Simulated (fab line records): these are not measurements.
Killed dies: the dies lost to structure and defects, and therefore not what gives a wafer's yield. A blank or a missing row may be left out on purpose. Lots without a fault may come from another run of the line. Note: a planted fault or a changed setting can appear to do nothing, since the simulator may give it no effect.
Chamber matching / flow n5 finfet / N5_BEOL_M11_DEP_56 on pecvd-01 has 3 sister chambers
The step deposits SiCN from 3MS/NH3, target thk 30 nm, time 10.5 s. 3 wafers are shown with their chamber, then 12 later ones without.

## WAFERS WITH THEIR CHAMBER
wafer=L087.1; chamber=0; throttle valve pct (%)=17.4
wafer=L087.4; chamber=1; throttle valve pct (%)=18.3
wafer=L087.5; chamber=2; throttle valve pct (%)=18.6

## WAFERS WITH NO CHAMBER GIVEN
wafer=L089.1; throttle valve pct (%)=18.2
wafer=L089.5; throttle valve pct (%)=18.3
wafer=L089.6; throttle valve pct (%)=17.2
wafer=L088.2; throttle valve pct (%)=18.3
wafer=L088.4; throttle valve pct (%)=18.4
wafer=L088.5; throttle valve pct (%)=18.1
wafer=L090.3; throttle valve pct (%)=18.6
wafer=L090.4; throttle valve pct (%)=17.5
wafer=L090.6; throttle valve pct (%)=18.3
wafer=L097.1; throttle valve pct (%)=18.8
wafer=L097.5; throttle valve pct (%)=17.6
wafer=L097.6; throttle valve pct (%)=19.0

## WHICH CHAMBER EACH WENT THROUGH
wafer=L089.1; from the rows above=can't be placed: 1 or 2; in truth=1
wafer=L089.5; from the rows above=can't be placed: 1 or 2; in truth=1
wafer=L089.6; from the rows above=0; in truth=0
wafer=L088.2; from the rows above=can't be placed: 1 or 2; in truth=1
wafer=L088.4; from the rows above=can't be placed: 1 or 2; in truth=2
wafer=L088.5; from the rows above=can't be placed: 1 or 2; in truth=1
wafer=L090.3; from the rows above=can't be placed: 2 or 1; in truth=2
wafer=L090.4; from the rows above=0; in truth=0
wafer=L090.6; from the rows above=can't be placed: 1 or 2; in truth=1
wafer=L097.1; from the rows above=can't be placed: 2 or 1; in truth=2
wafer=L097.5; from the rows above=0; in truth=0
wafer=L097.6; from the rows above=can't be placed: 2 or 1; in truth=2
Placed correctly: 3 of 12. Unplaceable from these rows: 9, with the true chamber sitting among the candidates in 9. 0 placed wrongly.
How it was worked out, from the rows above alone: a wafer's distance from a chamber is the root of the sum, over the readings, of the square of ((its reading less the chamber's mean) divided by the reading's scatter). If the next closest chamber is less than 2 further off than the closest, the wafer can't be placed; otherwise it belongs to the closest. Each chamber's mean is taken over the wafers shown for it. The scatter: root of mean squared gap, hidden wafer to nearest shown wafer, with one shown wafer a chamber.
